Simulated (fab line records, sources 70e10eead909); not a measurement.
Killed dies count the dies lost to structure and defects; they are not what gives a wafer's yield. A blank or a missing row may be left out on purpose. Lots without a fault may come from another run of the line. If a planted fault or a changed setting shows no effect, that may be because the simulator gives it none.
Which tool was responsible? / flow nand harc / 6 lots, 17 wafers sampled, at 3 steps of a route of 1302

## WHAT THE GAUGES READ, wafer by wafer
NHARC_P_M1_CD_MEAS_09: the cd target is 130 nm.
lot=L346; measured=day 6 16:15; on=cd sem-03; cd nm (nm)=129.5 131.2 129.8
lot=L349; measured=day 8 02:08; on=cd sem-03; cd nm (nm)=130.4 130.1 130.4
lot=L350; measured=day 8 15:51; on=cd sem-03; cd nm (nm)=130.8 129.7 130.0
lot=L353; measured=day 9 19:25; on=cd sem-03; cd nm (nm)=129.9 129.8 129.3
lot=L365; measured=day 14 17:07; on=cd sem-01; cd nm (nm)=138.3 129.4 138.6 129.4
lot=L367; measured=day 15 08:39; on=cd sem-03; cd nm (nm)=130.6 130.4 130.6

## TOOL THAT RAN EACH LOT (tool first, then ch and the chambers of the sampled wafers, then the start)
lot=L346; NHARC_P_M0_PRE_CLEAN_31=pecvd-03 ch 0,2, day 6 15:04; NHARC_P_M1_PEB_07=litho track-04 ch 0, day 6 16:10
lot=L349; NHARC_P_M0_PRE_CLEAN_31=pecvd-02 ch 0,1,2, day 8 00:49; NHARC_P_M1_PEB_07=litho track-06 ch 0, day 8 02:04
lot=L350; NHARC_P_M0_PRE_CLEAN_31=pecvd-03 ch 1,2, day 8 14:38; NHARC_P_M1_PEB_07=litho track-04 ch 0, day 8 15:46
lot=L353; NHARC_P_M0_PRE_CLEAN_31=pecvd-03 ch 0,1, day 9 18:07; NHARC_P_M1_PEB_07=litho track-01 ch 0, day 9 19:20
lot=L365; NHARC_P_M0_PRE_CLEAN_31=pecvd-02 ch 0,1, day 14 15:47; NHARC_P_M1_PEB_07=litho track-04 ch 0, day 14 17:02
lot=L367; NHARC_P_M0_PRE_CLEAN_31=pecvd-03 ch 0,1, day 15 07:26; NHARC_P_M1_PEB_07=litho track-01 ch 0, day 15 08:34
- NHARC_P_M0_PRE_CLEAN_31: time 12 s.
- NHARC_P_M1_PEB_07: peb time 65 s.

## THE ANSWER, worked out from the rows above alone
Rule: what is usual is taken from the lots themselves. The widest of any qualifying gaps counts: lots, ordered by their means at a reading, are off when they make up no more than a third of the lots, leave a main group of 4 or more, and stand apart from it by 3 or more times the standard deviation of that group's means. A main group whose means are all the same, to the digits that the tables above print for the reading, isn't used. Also off: a lot with no number at a reading for which 4 or more lots have one. Any other lot the step has rows for is counted as sound.
Off: L365 (NHARC_P_M1_CD_MEAS_09, cd nm). Main group: mean 130.2 nm, sd 0.28.
A tool fits if, at a process step before that reading, it ran every lot that is off, and no sound lot after the first of them. Gauges at NHARC_P_M1_CD_MEAS_09: tried the same way as those tools. Can't be told from this: 3 tools fit, pecvd-02 at NHARC_P_M0_PRE_CLEAN_31, litho track-04 at NHARC_P_M1_PEB_07, cd sem-01 at NHARC_P_M1_CD_MEAS_09.

## WHAT HAD BEEN PUT IN BY THE SIMULATOR
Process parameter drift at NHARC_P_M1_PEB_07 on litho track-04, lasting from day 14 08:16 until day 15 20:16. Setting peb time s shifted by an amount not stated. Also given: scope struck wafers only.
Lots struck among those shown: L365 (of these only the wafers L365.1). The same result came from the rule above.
